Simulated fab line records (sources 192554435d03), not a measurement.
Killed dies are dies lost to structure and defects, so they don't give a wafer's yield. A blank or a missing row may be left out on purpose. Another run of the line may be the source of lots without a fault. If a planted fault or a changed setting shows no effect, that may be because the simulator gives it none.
Struck lot and sound lot, side by side + flow n5 finfet + 15 out of 1938 route steps
Sound: these wafers, L215.3, L215.5, L215.6. Struck: wafer L219.1 (L219.2, L219.6, from the same lot, were not struck and are left out); the cause is given at the end.
Each step with rows lists, per side, the tool, then ch with its chambers, then its first start. Under that, the readings that differ: sound wafers + struck wafers + difference of the means + sigmas: that difference in standard deviations of wafers without a fault.
alike: same words and numbers on both sides, and readings whose means sit less than 2 such deviations apart. not compared: any withheld reading, any reading some wafer has no value for, any bound like >300 that may hide the same value, and any number with overlapping values for which the record gives no deviation.
A row with sigmas, a row that says differs or no value, or rows on one side alone: a step with any of these is where the two part. When numbers do not overlap yet have no deviation, they are printed without sigmas and do not part them. Lack of a reading on every wafer of one side parts them only where that side has two or more wafers.

first, 4 steps without rows for these wafers: N5_BEOL_M9_SOFTBAKE_06 (time 60 s); N5_BEOL_M9_EXPOSE_08 (exposes mask M9); N5_BEOL_M9_PEB_09 (peb time 60 s); N5_BEOL_M9_DEVELOP_10 (develop time 30 s).
N5_BEOL_M9_CD_MEAS_11 targets a cd of 64.1 nm.
  sound on cd sem-01 ch 0, day 10 17:37; struck on cd sem-02 ch 0, day 11 17:57
  alike: cd nm
N5_BEOL_M9_OVL_MEAS_12:
  sound on overlay-02 ch 0, day 10 17:38; struck on overlay-02 ch 0, day 11 17:59
| reading     | sound       | struck | difference | sigmas |
|-------------|-------------|--------|------------|--------|
| M9_OVL (nm) | 1.5 1.4 0.5 | -1.2   | -2.3       | -3     |
N5_BEOL_M9_INSPECT_13: inspects for defects (brightfield).
  sound on defect inspect-02, day 10 17:40; struck on defect inspect-01, day 11 18:00
| reading          | sound       | struck | difference | sigmas |
|------------------|-------------|--------|------------|--------|
| raw defect count | 476 284 425 | 602    | +207       | +3     |
N5_BEOL_M9_DESCUM_16: chemistry O2, time 7.9 s.
  sound on rie diel-03 ch 0,3, day 10 17:52; struck on rie diel-03 ch 3, day 11 18:02
  alike: drypump motor current A, oes product au, rf vpp V, showerhead plenum p Torr, throttle valve pct
  not compared: rf hours counter h
N5_BEOL_M9_ETCH_61: etches SiARC in CF4, target depth 39 nm, time 65 s.
  sound on rie diel-03 ch 0,3, day 10 17:54; struck on rie diel-03 ch 3, day 11 18:04
  alike: drypump motor current A, etch rf on time s, oes product au, rf vpp V, showerhead plenum p Torr, throttle valve pct
  not compared: rf hours counter h
N5_BEOL_M9_ETCH_62: etches SOC in N2/H2, target depth 110 nm, overetch 22 nm, time 165 s.
  sound on rie diel-03 ch 0,3, day 10 17:57; struck on rie diel-03 ch 3, day 11 18:07
  alike: drypump motor current A, oes product au, rf vpp V, showerhead plenum p Torr, throttle valve pct
  not compared: rf hours counter h
then, 1 step without rows for these wafers: N5_BEOL_M9_STRIP_68 (strips in N2/H2).
N5_BEOL_M9_STRIP_67: strips in CF4.
  sound on rie diel-03 ch 0,3, day 10 18:05; struck on rie diel-03 ch 3, day 11 18:16
  alike: drypump motor current A, oes product au, rf vpp V, showerhead plenum p Torr, throttle valve pct
  not compared: rf hours counter h
N5_BEOL_M9_HM_OPEN_17: chemistry Cl2/BCl3, target TiN, target depth 20 nm, overetch 6 nm.
  sound on rie metal-01 ch 0,1, day 10 18:10; struck on rie metal-01 ch 1, day 11 18:19
| reading                                  | sound        | struck | difference                   | sigmas |
|------------------------------------------|--------------|--------|------------------------------|--------|
| rf hours counter h (h)                   | - - -        | 25     | no value on the sound wafers |        |
| model.SOC_of_BEOL_M9_COAT_59.thk nm (nm) | 92.4 92 92.2 | 89.4   | -2.8                         |        |
  alike: drypump motor current A, oes product au, throttle valve pct
N5_BEOL_M9_STRIP_19: strips in O2.
  sound on rie diel-05 ch 0,1,3, day 10 18:15; struck on rie diel-05 ch 2, day 11 18:25
  alike: drypump motor current A, oes product au, rf vpp V, showerhead plenum p Torr, throttle valve pct
  not compared: rf hours counter h
-- record jumps: 2 days separate the struck wafers' starts on either side; left off in module BEOL_M9, taken up again in module PASSIVATION, whose first shown step is the route's number 1936 --
N5_PASSIVATION_PROBE_49:
  sound on prober-01, day 13 09:02; struck on prober-02, day 13 22:53
  alike: defect limited yield, killed_at_M0_to_M3, killed_at_M4_up, killed at contacts, killed at front end, killed at other, killed dies, killed open, killed short, sort_bin_5_function, sort_bin_6_memory, sort n pass, sort yield pct

WHERE THEY PART
Earliest at N5_BEOL_M9_OVL_MEAS_12; latest, in this record, at N5_BEOL_M9_HM_OPEN_17. Later steps at which nothing parts them and some readings are alike: N5_BEOL_M9_STRIP_19, N5_PASSIVATION_PROBE_49.

WHY: what had been put in by the simulator
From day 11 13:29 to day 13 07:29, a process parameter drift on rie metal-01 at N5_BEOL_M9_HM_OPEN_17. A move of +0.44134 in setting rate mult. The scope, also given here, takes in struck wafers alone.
